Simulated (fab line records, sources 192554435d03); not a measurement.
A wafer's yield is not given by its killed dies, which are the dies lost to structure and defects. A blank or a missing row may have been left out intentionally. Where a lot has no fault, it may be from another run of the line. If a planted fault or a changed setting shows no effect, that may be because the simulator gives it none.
The tool behind it: which one? / flow n5Finfet / 9 lots, 27 wafers sampled, at 7 steps of a route of 1938

## WHAT THE GAUGES SHOWED, per wafer
N5_BEOL_M11_INSPECT_30: inspects for defects (brightfield).
lot=L593; measured=day 10 20:19; on=defectInspect-02; rawDefectCount=526 397 513
lot=L594; measured=day 10 21:56; on=defectInspect-02; rawDefectCount=614 397 359
lot=L599; measured=day 12 12:07; on=defectInspect-02; rawDefectCount=309 337 272
lot=L604; measured=day 13 19:02; on=defectInspect-02; rawDefectCount=489 286 537
lot=L605; measured=day 13 23:26; on=defectInspect-01; rawDefectCount=343 489 679
lot=L609; measured=day 14 20:51; on=defectInspect-02; rawDefectCount=456 421 413
lot=L611; measured=day 15 04:55; on=defectInspect-01; rawDefectCount=405 366 510
lot=L612; measured=day 15 15:17; on=defectInspect-01; rawDefectCount=412 427 378
lot=L614; measured=day 15 22:41; on=defectInspect-02; rawDefectCount=429 229 414

N5_BEOL_M11_OCD_MEAS_38.
lot=L593; measured=day 10 20:50; on=ocd-02; trenchDepthNm (nm)=152 155 155
lot=L594; measured=day 10 22:27; on=ocd-01; trenchDepthNm (nm)=153 150 151
lot=L599; measured=day 12 13:04; on=ocd-01; trenchDepthNm (nm)=150 147 148
lot=L604; measured=day 13 19:48; on=ocd-02; trenchDepthNm (nm)=150 151 127
lot=L605; measured=day 13 23:58; on=ocd-02; trenchDepthNm (nm)=127 151 128
lot=L609; measured=day 14 21:29; on=ocd-02; trenchDepthNm (nm)=139 145 139
lot=L611; measured=day 15 05:58; on=ocd-02; trenchDepthNm (nm)=148 147 146
lot=L612; measured=day 15 16:03; on=ocd-02; trenchDepthNm (nm)=148 143 146
lot=L614; measured=day 15 23:31; on=ocd-02; trenchDepthNm (nm)=146 142 151

N5_BEOL_M11_THK_MEAS_53: measures by xrf.
lot=L593; measured=day 11 00:03; on=filmMetro-02; M11_THK (nm)=142 146 149
lot=L594; measured=day 11 02:20; on=filmMetro-01; M11_THK (nm)=149 144 147
lot=L599; measured=day 12 16:44; on=filmMetro-01; M11_THK (nm)=144 141 141
lot=L604; measured=day 13 22:07; on=filmMetro-02; M11_THK (nm)=145 145 120
lot=L605; measured=day 14 02:01; on=filmMetro-01; M11_THK (nm)=119 145 120
lot=L609; measured=day 15 00:25; on=filmMetro-02; M11_THK (nm)=133 137 128
lot=L611; measured=day 15 08:07; on=filmMetro-01; M11_THK (nm)=142 138 138
lot=L612; measured=day 15 18:31; on=filmMetro-02; M11_THK (nm)=140 133 135
lot=L614; measured=day 16 03:53; on=filmMetro-01; M11_THK (nm)=139 135 147

N5_BEOL_M11_RS_MEAS_57: measures by four-point-probe.
lot=L593; measured=day 11 00:10; on=filmMetro-01; M11_RS (ohm/sq)=0.151 0.147 0.144
lot=L594; measured=day 11 02:28; on=filmMetro-01; M11_RS (ohm/sq)=0.144 0.149 0.146
lot=L599; measured=day 12 16:51; on=filmMetro-01; M11_RS (ohm/sq)=0.150 0.153 0.152
lot=L604; measured=day 13 22:14; on=filmMetro-02; M11_RS (ohm/sq)=0.148 0.148 0.182
lot=L605; measured=day 14 02:08; on=filmMetro-02; M11_RS (ohm/sq)=0.185 0.148 0.183
lot=L609; measured=day 15 00:33; on=filmMetro-02; M11_RS (ohm/sq)=0.160 0.154 0.166
lot=L611; measured=day 15 08:14; on=filmMetro-02; M11_RS (ohm/sq)=0.151 0.156 0.155
lot=L612; measured=day 15 18:39; on=filmMetro-01; M11_RS (ohm/sq)=0.153 0.161 0.158
lot=L614; measured=day 16 04:02; on=filmMetro-01; M11_RS (ohm/sq)=0.155 0.161 0.146

## TOOL THAT RAN EACH LOT (tool first, then ch and the chambers of the sampled wafers, then the start)
lot=L593; N5_BEOL_M11_ETCH_61=rieDiel-01 ch 1,2,3, day 10 16:11; N5_BEOL_M11_TRENCH_ETCH_37=rieDiel-04 ch 2,3, day 10 20:40; N5_BEOL_M11_PRE_CLEAN_45=pvdSputter-01, day 10 21:26
lot=L594; N5_BEOL_M11_ETCH_61=rieDiel-05 ch 0,1, day 10 21:02; N5_BEOL_M11_TRENCH_ETCH_37=rieDiel-04 ch 2,3, day 10 22:16; N5_BEOL_M11_PRE_CLEAN_45=pvdSputter-02, day 10 23:07
lot=L599; N5_BEOL_M11_ETCH_61=rieDiel-01 ch 1,2, day 12 10:59; N5_BEOL_M11_TRENCH_ETCH_37=rieDiel-01 ch 0,2,3, day 12 12:52; N5_BEOL_M11_PRE_CLEAN_45=pvdSputter-02, day 12 14:53
lot=L604; N5_BEOL_M11_ETCH_61=rieDiel-05 ch 1,2,3, day 13 15:47; N5_BEOL_M11_TRENCH_ETCH_37=rieDiel-04 ch 0,1,3, day 13 19:37; N5_BEOL_M11_PRE_CLEAN_45=pvdSputter-02, day 13 20:34
lot=L605; N5_BEOL_M11_ETCH_61=rieDiel-04 ch 0,1,3, day 13 20:04; N5_BEOL_M11_TRENCH_ETCH_37=rieDiel-04 ch 0,2, day 13 23:46; N5_BEOL_M11_PRE_CLEAN_45=pvdSputter-03, day 14 00:33
lot=L609; N5_BEOL_M11_ETCH_61=rieDiel-04 ch 1,2, day 14 18:11; N5_BEOL_M11_TRENCH_ETCH_37=rieDiel-05 ch 2,3, day 14 21:17; N5_BEOL_M11_PRE_CLEAN_45=pvdSputter-01, day 14 22:17
lot=L611; N5_BEOL_M11_ETCH_61=rieDiel-01 ch 0,1,2, day 15 04:02; N5_BEOL_M11_TRENCH_ETCH_37=rieDiel-01 ch 0,1, day 15 05:47; N5_BEOL_M11_PRE_CLEAN_45=pvdSputter-03, day 15 06:43
lot=L612; N5_BEOL_M11_ETCH_61=rieDiel-01 ch 1,2,3, day 15 13:05; N5_BEOL_M11_TRENCH_ETCH_37=rieDiel-01 ch 1,2,3, day 15 15:52; N5_BEOL_M11_PRE_CLEAN_45=pvdSputter-03, day 15 16:46
lot=L614; N5_BEOL_M11_ETCH_61=rieDiel-01 ch 0,1,2, day 15 21:23; N5_BEOL_M11_TRENCH_ETCH_37=rieDiel-05 ch 0,1,3, day 15 23:19; N5_BEOL_M11_PRE_CLEAN_45=pvdSputter-02, day 16 02:25
- N5_BEOL_M11_ETCH_61: etches SiARC in CF4, target depth 39 nm, time 65 s.
- N5_BEOL_M11_TRENCH_ETCH_37: etches SiCOH lowk in C4F6/O2, target depth 148.83 nm, time 48 s.
- N5_BEOL_M11_PRE_CLEAN_45: time 30 s.

## WHAT THE TOOLS THEMSELVES READ (means of the sampled wafers that have a number; where no wafer has one, the mark that the record gives instead)
N5_BEOL_M11_ETCH_61.
lot=L593; tool=rieDiel-01; biasW (W)=35.95; drypumpMotorCurrentA (A)=5.9; etchRfOnTimeS (s)=65.6; oesProductAu (a.u.)=0.74; rfVppV (V)=183.9; showerheadPlenumPTorr (Torr)=2.16; throttleValvePct (%)=15.53
lot=L594; tool=rieDiel-05; biasW (W)=36.02; drypumpMotorCurrentA (A)=5.2; etchRfOnTimeS (s)=64.4; oesProductAu (a.u.)=0.64; rfVppV (V)=184.5; showerheadPlenumPTorr (Torr)=2.19; throttleValvePct (%)=15.55
lot=L599; tool=rieDiel-01; biasW (W)=35.96; drypumpMotorCurrentA (A)=5.7; etchRfOnTimeS (s)=66.9; oesProductAu (a.u.)=0.69; rfVppV (V)=184.1; showerheadPlenumPTorr (Torr)=2.21; throttleValvePct (%)=15.72
lot=L604; tool=rieDiel-05; biasW (W)=36.00; drypumpMotorCurrentA (A)=5.7; etchRfOnTimeS (s)=67.6; oesProductAu (a.u.)=0.71; rfVppV (V)=184.5; showerheadPlenumPTorr (Torr)=2.19; throttleValvePct (%)=15.36
lot=L605; tool=rieDiel-04; biasW (W)=35.85; drypumpMotorCurrentA (A)=5.5; etchRfOnTimeS (s)=64.8; oesProductAu (a.u.)=0.62; rfVppV (V)=184.6; showerheadPlenumPTorr (Torr)=2.19; throttleValvePct (%)=15.53
lot=L609; tool=rieDiel-04; biasW (W)=35.93; drypumpMotorCurrentA (A)=5.3; etchRfOnTimeS (s)=63.5; oesProductAu (a.u.)=0.65; rfVppV (V)=185.0; showerheadPlenumPTorr (Torr)=2.17; throttleValvePct (%)=15.45
lot=L611; tool=rieDiel-01; biasW (W)=36.02; drypumpMotorCurrentA (A)=5.7; etchRfOnTimeS (s)=65.3; oesProductAu (a.u.)=0.71; rfVppV (V)=184.4; showerheadPlenumPTorr (Torr)=2.15; throttleValvePct (%)=15.65
lot=L612; tool=rieDiel-01; biasW (W)=36.01; drypumpMotorCurrentA (A)=5.9; etchRfOnTimeS (s)=65.3; oesProductAu (a.u.)=0.69; rfVppV (V)=184.2; showerheadPlenumPTorr (Torr)=2.14; throttleValvePct (%)=15.59
lot=L614; tool=rieDiel-01; biasW (W)=36.05; drypumpMotorCurrentA (A)=5.7; etchRfOnTimeS (s)=65.4; oesProductAu (a.u.)=0.70; rfVppV (V)=184.8; showerheadPlenumPTorr (Torr)=2.15; throttleValvePct (%)=15.67

N5_BEOL_M11_TRENCH_ETCH_37.
lot=L593; tool=rieDiel-04; biasW (W)=184.8; drypumpMotorCurrentA (A)=6.1; oesProductAu (a.u.)=0.85; rfVppV (V)=679; showerheadPlenumPTorr (Torr)=2.89; throttleValvePct (%)=20.77
lot=L594; tool=rieDiel-04; biasW (W)=184.3; drypumpMotorCurrentA (A)=6.0; oesProductAu (a.u.)=0.88; rfVppV (V)=665; showerheadPlenumPTorr (Torr)=2.89; throttleValvePct (%)=20.84
lot=L599; tool=rieDiel-01; biasW (W)=184.9; drypumpMotorCurrentA (A)=5.9; oesProductAu (a.u.)=0.88; rfVppV (V)=653; showerheadPlenumPTorr (Torr)=2.80; throttleValvePct (%)=20.86
lot=L604; tool=rieDiel-04; biasW (W)=164.0; drypumpMotorCurrentA (A)=5.5; oesProductAu (a.u.)=0.72; rfVppV (V)=614; showerheadPlenumPTorr (Torr)=2.90; throttleValvePct (%)=20.76
lot=L605; tool=rieDiel-04; biasW (W)=143.0; drypumpMotorCurrentA (A)=5.6; oesProductAu (a.u.)=0.73; rfVppV (V)=533; showerheadPlenumPTorr (Torr)=2.91; throttleValvePct (%)=20.99
lot=L609; tool=rieDiel-05; biasW (W)=185.0; drypumpMotorCurrentA (A)=5.8; oesProductAu (a.u.)=0.82; rfVppV (V)=670; showerheadPlenumPTorr (Torr)=2.91; throttleValvePct (%)=20.60
lot=L611; tool=rieDiel-01; biasW (W)=184.9; drypumpMotorCurrentA (A)=5.6; oesProductAu (a.u.)=0.84; rfVppV (V)=659; showerheadPlenumPTorr (Torr)=2.85; throttleValvePct (%)=20.76
lot=L612; tool=rieDiel-01; biasW (W)=185.2; drypumpMotorCurrentA (A)=5.9; oesProductAu (a.u.)=0.81; rfVppV (V)=661; showerheadPlenumPTorr (Torr)=2.85; throttleValvePct (%)=20.95
lot=L614; tool=rieDiel-05; biasW (W)=185.3; drypumpMotorCurrentA (A)=5.5; oesProductAu (a.u.)=0.86; rfVppV (V)=656; showerheadPlenumPTorr (Torr)=2.92; throttleValvePct (%)=20.74

N5_BEOL_M11_PRE_CLEAN_45.
lot=L593; tool=pvdSputter-01; heaterPowerW (W)=334
lot=L594; tool=pvdSputter-02; heaterPowerW (W)=327
lot=L599; tool=pvdSputter-02; heaterPowerW (W)=334
lot=L604; tool=pvdSputter-02; heaterPowerW (W)=328
lot=L605; tool=pvdSputter-03; heaterPowerW (W)=347
lot=L609; tool=pvdSputter-01; heaterPowerW (W)=327
lot=L611; tool=pvdSputter-03; heaterPowerW (W)=328
lot=L612; tool=pvdSputter-03; heaterPowerW (W)=332
lot=L614; tool=pvdSputter-02; heaterPowerW (W)=323

## THE ANSWER, worked out from the rows above alone
Rule: the lots themselves supply what counts as usual. The widest of any qualifying gaps counts: lots, ordered by their means at a reading, are off when they make up no more than a third of the lots, leave a main group of 4 or more, and stand apart from it by 3 or more times the standard deviation of that group's means. A main group is skipped when, at the precision printed for the reading in the tables above, its means are all equal. A lot without any number at a reading at which 4 lots or more have one is off too. Where the step has rows for the other lots, those lots are counted as sound. After the gauges, taken in route order, come the tools' own readings; for these a lot's mean is taken, as printed above. The first step at which some lot is off is used, and at that step the reading that is off furthest; a lot without a number counts as furthest.
Off, at N5_BEOL_M11_TRENCH_ETCH_37 on biasW: L604, L605. The main group has a mean of 184.9 W with a standard deviation of 0.3.
If a tool, at that step or one of the process steps before it, ran each lot that is off and ran no sound lot following the first of them, it fits. One fits: N5_BEOL_M11_TRENCH_ETCH_37 on rieDiel-04. Its last sound lot is L594 (day 10 22:16), its first lot that is off L604 (day 13 19:37): a fault that began between those two fits.
The tool's own readings at N5_BEOL_M11_TRENCH_ETCH_37 bear it out: on the lots that are off they differ by more than 5 times the standard deviation of the sound lots' means. biasW reads 153.5 W there against 184.9 W on the sound lots; rfVppV reads 574 V there against 663 V on the sound lots.

## WHAT WAS PUT IN BY THE SIMULATOR
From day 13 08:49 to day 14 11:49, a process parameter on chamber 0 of rieDiel-04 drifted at N5_BEOL_M11_TRENCH_ETCH_37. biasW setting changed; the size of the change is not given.
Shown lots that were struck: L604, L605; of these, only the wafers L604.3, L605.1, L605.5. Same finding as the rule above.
